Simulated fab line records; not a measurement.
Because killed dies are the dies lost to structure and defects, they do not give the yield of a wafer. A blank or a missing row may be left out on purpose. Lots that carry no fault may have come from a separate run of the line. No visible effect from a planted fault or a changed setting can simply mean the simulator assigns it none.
Problem report in the 8D (eight disciplines) form, filled by code || flow nandHarc || the parts of the form that need people (team, actions taken, sign-off) are left out

## 1. THE ISSUE
Mean of killedAtArray at NHARC_END_SORT_01: 674 across 3 wafers in 2 lots; on wafers with no fault it is 27 (standard deviation 8.8). Measured from the usual mean, that is +74 standard deviations.
The first sign was on wafer L677.5 at day 23 21:12, on prober-02. The record holds 6 wafers of 2 lots with a number at this step. Rule for "out" (also "out of limits"): further than 4 standard deviations from the usual mean. All remaining wafers that have a number are taken as sound.

## 2. WHAT IT IS AND WHAT IT IS NOT
{"question": "which readings at this step", "is": "killedAtArray, killedDies", "is not": "killedAtOther, killedAtPeriphery, killedOpen, killedShort"}
{"question": "which lots", "is": "L677, L679", "is not": "-"}
{"question": "which wafers of those lots", "is": "L677.5, L679.2, L679.6", "is not": "L677.1, L677.4, L679.3"}
{"question": "read on which gauges", "is": "prober-01, prober-02", "is not": "-"}
{"question": "when", "is": "from day 23 21:12", "is not": "up to then (2 sound wafers); but 1 sound wafer of L679 came after"}

## 3. WHAT RULES OUT EACH SUSPECT
Counting: if a tool at a process step up to the reading ran every lot that is out, it stays a suspect. Sound lots after the first of them don't rule it out here, since some wafers of a struck lot are sound.
- the gauge at NHARC_END_SORT_01: ruled out. 2 gauges (prober-01, prober-02) read the wafers that are out.
- pecvd-02 at NHARC_A_SGD_CUT_DEP_00 (deposits SiNx, target thk 50 nm): kept. It ran every lot that is out, first L677 (day 18 05:31).
- pvdSputter-03 at NHARC_A_BONDPAD_PRE_CLEAN_26 (time 30 s): kept. It ran every lot that is out, first L677 (day 23 03:41). NHARC_A_BONDPAD_PRE_CLEAN_26: start missing for some lots; hours and lot order therefore follow NHARC_THIN_TSV_THK_MEAS_02.
- pvdSputter-03 at NHARC_A_BONDPAD_PVD_17 (deposits TaN, target thk 5 nm, time 8.06 s): kept. It ran every lot that is out, first L677 (day 23 03:41). NHARC_A_BONDPAD_PVD_17: start missing for some lots; hours and lot order therefore follow NHARC_THIN_TSV_THK_MEAS_02.
- pecvd-02, NHARC_A_SGD_CUT_DEP_00: wafers that are out in chamber 0, sound lot-mates in chambers 1, 2.
pecvd-02 at NHARC_A_SGD_CUT_DEP_00, pvdSputter-03 at NHARC_A_BONDPAD_PRE_CLEAN_26 and pvdSputter-03 at NHARC_A_BONDPAD_PVD_17 are what is left after counting.

## 4. THE CAUSE (what the simulator had put in)
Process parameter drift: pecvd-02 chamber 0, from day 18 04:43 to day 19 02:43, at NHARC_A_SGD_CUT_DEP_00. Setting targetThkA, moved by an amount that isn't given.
3 suspects survive the count, and this tool is in that group.

## 5. THE EFFECT CHAIN, in route order
One row per reading whose mean, taken over the struck wafers that have a number, lies over 3 standard deviations from the usual. Only readings whose record carries a usual standard deviation are examined. hours: median over the lots of the time between each lot's start at the first step of this table that gives one and its start at this step. sigmas: the change, counted in usual standard deviations.
{"hours": 0, "step": "NHARC_END_SORT_01", "reading": "killedAtArray", "usual": 27, "on struck wafers": 674, "change": "+647", "sigmas": "+74"}
{"hours": 0, "step": "NHARC_END_SORT_01", "reading": "killedDies", "usual": 31, "on struck wafers": 677, "change": "+646", "sigmas": "+73"}

## 6. WHAT WOULD HAVE CAUGHT IT SOONER
Counted from the fault's start at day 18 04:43, it took 136 hours until the first out-of-limits reading at a measuring or inspecting step in this record, taken at day 23 21:12.
No tool reading at NHARC_A_SGD_CUT_DEP_00 that has a usual standard deviation in the record was out on any struck wafer, so an alarm limit of 4 standard deviations on those readings would not have fired.
All the lots that are out (2) had begun NHARC_A_SGD_CUT_DEP_00 on pecvd-02 by day 23 21:12. A hold on the tool at that time would have spared none of them.
